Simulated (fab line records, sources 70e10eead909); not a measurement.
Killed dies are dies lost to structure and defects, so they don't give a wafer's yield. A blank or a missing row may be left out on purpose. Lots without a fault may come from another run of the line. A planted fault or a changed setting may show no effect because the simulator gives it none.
fab line records | flow nand_harc
record lots=5 wafers=15 last_day=33
route steps=1302 shown P_ZERO_WELL@44 END@1302
lots that met no fault: from a run of the same line without faults
start_h: hours from the record's first day to the start of the lot's first wafer shown | wait_h: hours since the lot's step before | " the same as in the row above | L1.1+2: a row that stands for several wafers | - no value, or no start given | * or withheld: withheld | < > ~ a bound
route shown NAME@n: a module of which the file shows steps, and the number in the route of the first | usual: mean/standard deviation of fault-free wafers | same: alike in all rows | chamber/n: place in a boat | sites: the reading at each site | _std_site: their standard deviation | _edge_site: outer sites' mean less inner sites' | radius_mm: how far each site lies from the wafer's centre | mask NAME#n: copy n | behind: the tool/chamber that last shaped the wafer | hold: why the lot was held/for how many hours/how that ended | device: the transistor (n, p or np) that didn't switch | end of line: the same wafers' tests at the end of the route | a step without rows: its recipe alone | killed: dies lost to structure and defects at the first sort, not the wafer's yield | map: a wafer's dies, x killed, . not, _ none there
set.NAME: the setting as run; set.NAME@STEP: as run at that earlier step | model.NAME: the simulator's own value behind a step, which no gauge read
lots at some steps of the route; a table a step, a row a wafer
services: from which hour (start_h, from the record's first day; less than 0 if before it) a tool's chamber was out of use, for how many hours, and why
## steps
# step NHARC_P_ZERO_WELL_CD_MEAS_37
# recipe target_cd_nm=720 landing_energy_ev=500
# usual cd_nm=720.2/1.2
# columns lot.wafer tool chamber start_h wait_h cd_nm
L677.2 cd_sem-02 0 84.22 - 721.7
L677.3 " 0 " " 719.6
L677.6 " 0 " " 720.6
L679.3 cd_sem-01 0 104.11 - 718.3
L679.5 " 0 " " 719.3
L679.6 " 0 " " 718.4
L690.3 cd_sem-01 0 214.41 - 721.7
L690.4 " 0 " " 721.2
L690.5 " 0 " " 721.9
L692.1 cd_sem-01 0 234.06 - 719.6
L692.5 " 0 " " 719.5
L692.6 " 0 " " 719.7
L694.2 cd_sem-02 0 254.93 - 719.0
L694.3 " 0 " " 720.1
L694.4 " 0 " " 718.6
# step NHARC_P_ZERO_WELL_HARDBAKE_38
# recipe temp_c=125 time_s=80
# step NHARC_P_ZERO_WELL_DESCUM_39
# recipe time_s=3 o2_flow_sccm=200 ar_flow_sccm=0 bias_power_w=0 chemistry=O2
# usual drypump_motor_current_A=5.6/0.45 oes_product_au=1.000/0.0069 rf_vpp_V=57.7/0.84 showerhead_plenum_p_Torr=1.89/0.063 throttle_valve_pct=11.312/0.009
# columns lot.wafer tool chamber start_h wait_h drypump_motor_current_A oes_product_au rf_hours_counter_h rf_vpp_V showerhead_plenum_p_Torr throttle_valve_pct
L677.3 rie_diel-04 0 84.37 - 5.6 1.013 27 58.4 1.87 11.310
L677.2 " 2 " " 5.1 1.005 26 57.1 1.84 11.324
L677.6 " 1 " " 5.9 1.010 - 57.9 1.91 11.310
L679.3 rie_diel-05 1 104.29 - 4.8 1.011 14 56.7 2.00 11.309
L679.5 " 3 " " 4.9 1.009 - 57.6 1.86 11.315
L679.6 " 0 " " 6.1 0.994 - 58.6 1.94 11.304
L690.4 rie_diel-04 1 214.57 - 5.8 0.991 4 57.5 1.90 11.323
L690.3 " 2 " " 5.1 0.987 4 57.2 1.83 11.327
L690.5 " 2 " " 5.1 0.992 - 57.5 1.83 11.324
L692.1 rie_diel-02 0 234.22 - 5.1 1.011 1 58.6 1.86 11.312
L692.5 " 0 " " 5.1 0.994 - 56.6 1.86 11.327
L692.6 " 1 " " 5.7 1.009 - 56.2 1.79 11.321
L694.4 rie_diel-02 1 255.09 - 5.7 1.005 9 56.6 1.79 11.300
L694.3 " 2 " " 5.7 0.986 8 58.3 1.95 11.306
L694.2 " 3 " " 5.6 1.004 11 56.3 1.80 11.316
# step NHARC_P_ZERO_WELL_IMPLANT_40
# recipe energy_kev=300 dose_cm2=1e+13 tilt_deg=7
# step NHARC_P_ZERO_WELL_IMPLANT_59
# recipe energy_kev=120 dose_cm2=5e+12 tilt_deg=7
# step NHARC_P_ZERO_WELL_IMPLANT_60
# recipe energy_kev=30 dose_cm2=2e+12 tilt_deg=7
# step NHARC_P_ZERO_WELL_STRIP_41
# recipe time_s=840 temp_c=130 chemistry=SPM
# step NHARC_P_ZERO_WELL_DEHYDRATE_44
# recipe temp_c=150 time_s=120
# step NHARC_P_ZERO_WELL_HMDS_45
# recipe time_s=30
# step NHARC_P_ZERO_WELL_COAT_46
# recipe spin_rpm=withheld
# step NHARC_P_ZERO_WELL_SOFTBAKE_47
# recipe temp_c=122 time_s=95
# step NHARC_P_ZERO_WELL_EBR_48
# step NHARC_P_ZERO_WELL_EXPOSE_49
# recipe na=0.6 target_cd_nm=2000 dose_mj=22.64 mask_id=P_HVPW
# usual focus_offset_nm=0.0/0.52
# columns lot.wafer tool chamber start_h wait_h mask focus_offset_nm
L677.2 krf_scanner-01 0 85.60 - P_HVPW#0 0.8
L677.3 " 0 " " P_HVPW#0 0.6
L677.6 " 0 " " P_HVPW#0 0.8
L679.3 krf_scanner-02 0 105.60 - P_HVPW_R1#0 0.2
L679.5 " 0 " " P_HVPW_R1#0 -0.1
L679.6 " 0 " " P_HVPW_R1#0 -0.1
L690.3 krf_scanner-01 0 215.90 - P_HVPW#0 -0.2
L690.4 " 0 " " P_HVPW#0 0.1
L690.5 " 0 " " P_HVPW#0 -0.9
L692.1 krf_scanner-03 0 235.55 - P_HVPW#0 -0.6
L692.5 " 0 " " P_HVPW#0 -0.5
L692.6 " 0 " " P_HVPW#0 -0.1
L694.2 krf_scanner-02 0 256.41 - P_HVPW#0 -0.9
L694.3 " 0 " " P_HVPW#0 -0.8
L694.4 " 0 " " P_HVPW#0 -1.0
# step NHARC_P_ZERO_WELL_PEB_50
# recipe peb_temp_c=118 peb_time_s=85
# step NHARC_P_ZERO_WELL_DEVELOP_51
# recipe time_s=70
# step NHARC_P_ZERO_WELL_CD_MEAS_52
# recipe target_cd_nm=2000 landing_energy_ev=500
# usual cd_nm=1999.9/1.4
# columns lot.wafer tool chamber start_h wait_h cd_nm
L677.2 cd_sem-02 0 85.75 - 1998.6
L677.3 " 0 " " 2000.4
L677.6 " 0 " " 1999.7
L679.3 cd_sem-01 0 105.75 - 1970.0
L679.5 " 0 " " 1970.4
L679.6 " 0 " " 1968.8
L690.3 cd_sem-01 0 216.05 - 1999.3
L690.4 " 0 " " 1999.5
L690.5 " 0 " " 2000.7
L692.1 cd_sem-02 0 235.71 - 1997.2
L692.5 " 0 " " 1998.6
L692.6 " 0 " " 1999.1
L694.2 cd_sem-03 0 256.57 - 2003.3
L694.3 " 0 " " 2000.7
L694.4 " 0 " " 2000.7
# step NHARC_P_ZERO_WELL_HARDBAKE_53
# recipe temp_c=125 time_s=80
# step NHARC_P_ZERO_WELL_DESCUM_54
# recipe time_s=3 o2_flow_sccm=200 ar_flow_sccm=0 bias_power_w=0 chemistry=O2
# usual drypump_motor_current_A=5.5/0.49 oes_product_au=1.001/0.0072 rf_vpp_V=57.7/0.91 showerhead_plenum_p_Torr=1.89/0.061 throttle_valve_pct=11.310/0.0089
# columns lot.wafer tool chamber start_h wait_h drypump_motor_current_A oes_product_au rf_hours_counter_h rf_vpp_V showerhead_plenum_p_Torr throttle_valve_pct model.P_ZERO_WELL.cd_nm
L677.2 rie_diel-02 3 85.92 - 5.6 1.001 10 58.8 1.82 11.319 1998
L677.3 " 1 " " 5.7 0.986 11 56.9 1.80 11.300 2000
L677.6 " 2 " " 5.7 0.998 - 57.8 1.97 11.328 1999
L679.3 rie_diel-04 3 105.91 - 6.2 0.992 24 57.2 1.97 11.315 1970
L679.6 " 3 " " 6.1 1.000 - 57.8 1.97 11.307 1969
L679.5 " 0 " " 5.7 0.996 - 57.0 1.87 11.304 1970
L690.3 rie_diel-05 0 216.22 - 6.1 1.005 54 58.7 1.93 11.305 1999
L690.4 " 1 " " 4.8 0.998 55 58.0 1.98 11.309 2000
L690.5 " 3 " " 4.9 1.011 - 57.1 1.85 11.311 2000
L692.1 rie_diel-02 3 235.93 - 5.6 1.012 1 56.9 1.80 11.312 1997
L692.6 " 3 " " 5.6 1.007 - 57.9 1.80 11.289 1999
L692.5 " 0 " " 5.1 0.994 - 57.2 1.86 11.308 1999
L694.4 rie_diel-05 0 256.72 - 6.1 1.004 6 57.7 1.93 11.325 2000
L694.2 " 1 " " 4.8 1.007 7 57.7 1.98 11.303 2004
L694.3 " 3 " " 4.9 1.003 6 57.9 1.85 11.316 2001
# step NHARC_P_ZERO_WELL_IMPLANT_55
# recipe energy_kev=180 dose_cm2=8e+11 tilt_deg=7
# step NHARC_END_SORT_01
# recipe temp_c=25
# usual killed_at_array=53/18 killed_at_other=0.9/1.3 killed_at_periphery=4/3.1 killed_dies=58/18 killed_open=3.4/2 killed_short=2.5/1.8
# same gross_dies=677
# columns lot.wafer tool chamber start_h wait_h killed_at_array killed_at_other killed_at_periphery killed_dies killed_open killed_short
L679.3 prober-01 0 644.37 3.1 98 2 0 100 2 2
L679.5 prober-01 0 645.96 3.7 99 0 4 103 3 1
L679.6 prober-01 0 646.76 4.0 100 2 2 104 1 0
L690.3 prober-01 0 763.46 3.2 71 0 13 84 4 4
L690.4 prober-01 0 764.28 3.5 63 0 12 75 2 0
L690.5 prober-01 0 765.09 3.8 71 0 9 80 6 1
# killed by level:class
L679.3 A_CHANNEL_HOLE_D2:chamber_film_flake=37 A_SLIT:chamber_film_flake=29 A_CHANNEL_HOLE_D1:chamber_film_flake=19 A_CONTACT:chamber_film_flake=8 A_CHANNEL_HOLE_D1:geometric_particle:open=1 A_DECK1_JOINT:geometric_particle:open=1 A_WL_FILL:geometric_particle:short=1 STARTING-WAFER:geometric_particle:short=1
L679.5 A_CHANNEL_HOLE_D1:chamber_film_flake=36 A_SLIT:chamber_film_flake=28 A_CHANNEL_HOLE_D2:chamber_film_flake=23 A_CONTACT:chamber_film_flake=9 P_CONTACT:geometric_particle:open=1 P_M1:geometric_particle:open=1 A_ONON_D1:geometric_particle:short=1 A_CHANNEL_FILL_D1:geometric_particle:open=1
L679.6 A_CHANNEL_HOLE_D2:chamber_film_flake=38 A_SLIT:chamber_film_flake=30 A_CHANNEL_HOLE_D1:chamber_film_flake=18 A_CONTACT:chamber_film_flake=8 A_DECK1_JOINT:chamber_film_flake=3 P_CONTACT:chamber_film_flake=2 THIN_TSV:chamber_film_flake=2 A_CHANNEL_FILL_D2:geometric_particle:open=1
L690.3 A_CHANNEL_HOLE_D1:chamber_film_flake=32 A_SLIT:chamber_film_flake=25 P_GATE:chamber_film_flake=8 A_STAIRCASE:chamber_film_flake=4 A_CONTACT:chamber_film_flake=3 A_WL_FILL:chamber_film_flake=2 P_CONTACT:geometric_particle:open=1 P_M0:geometric_particle:short=1
L690.4 A_SLIT:chamber_film_flake=25 A_CHANNEL_HOLE_D1:chamber_film_flake=19 A_STAIRCASE:chamber_film_flake=7 P_M1:chamber_film_flake=6 P_GATE:chamber_film_flake=5 A_DECK1_JOINT:chamber_film_flake=3 A_CHANNEL_HOLE_D2:chamber_film_flake=2 A_CONTACT:chamber_film_flake=2
L690.5 A_CHANNEL_HOLE_D1:chamber_film_flake=35 A_SLIT:chamber_film_flake=23 P_GATE:chamber_film_flake=4 A_M0:geometric_particle:open=2 P_M1:chamber_film_flake=2 A_CHANNEL_HOLE_D2:chamber_film_flake=2 A_CONTACT:chamber_film_flake=2 P_GATE:geometric_particle:open=1
## services
# columns tool chamber start_h hours kind
rie_diel-04 3 67.79 10.4 repair
rie_diel-02 0 74.40 - clean
rie_diel-02 1 74.40 - clean
rie_diel-02 2 74.40 - clean
rie_diel-04 3 82.41 12.7 repair
krf_scanner-02 - 94.00 4.0 pm
krf_scanner-03 - 102.03 3.6 repair
rie_diel-02 2 116.29 2.0 repair
rie_diel-02 1 117.11 10.1 repair
krf_scanner-01 - 122.28 1.5 repair
krf_scanner-02 - 123.41 2.9 repair
rie_diel-05 3 139.13 9.7 repair
krf_scanner-01 - 140.00 4.0 pm
rie_diel-05 2 143.36 3.6 repair
rie_diel-04 - 178.73 9.0 pm
rie_diel-05 2 181.69 1.2 repair
krf_scanner-03 - 183.58 2.8 repair
krf_scanner-03 - 190.07 0.3 repair
rie_diel-02 0 206.01 5.8 repair
rie_diel-02 - 217.90 9.0 pm
krf_scanner-03 - 224.00 4.0 pm
rie_diel-04 1 228.76 3.0 repair
rie_diel-05 - 229.60 9.0 pm
krf_scanner-02 - 240.64 2.5 repair
## key
first_sign step=NHARC_P_ZERO_WELL_EXPOSE_49 reading=mask direction=changed
effect step=NHARC_P_ZERO_WELL_CD_MEAS_52 reading=cd_nm direction=down sigmas=22 usual=1999.9 struck=1969.7
model_effect step=NHARC_P_ZERO_WELL_DESCUM_54 value=P_ZERO_WELL.cd_nm without=1999 struck=1970
met_at NHARC_P_ZERO_WELL_EXPOSE_49
struck_wafers L679.3,L679.5,L679.6
tester_left_out L679
fault kind=wrong_mask tool=any chamber=- onset_h=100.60 steps=NHARC_P_ZERO_WELL_EXPOSE_49 aux_copy=P_HVPW_R1#0 cd_offset_nm=-29.056 scope=struck_lots_only
# tester_left_out: of these lots the tester's yield and bins aren't shown, on N5 and GAA mostly nor the transistor test; their killed dies are dies lost to structure and defects alone, not to doping, threshold or leakage, so they don't give the yield
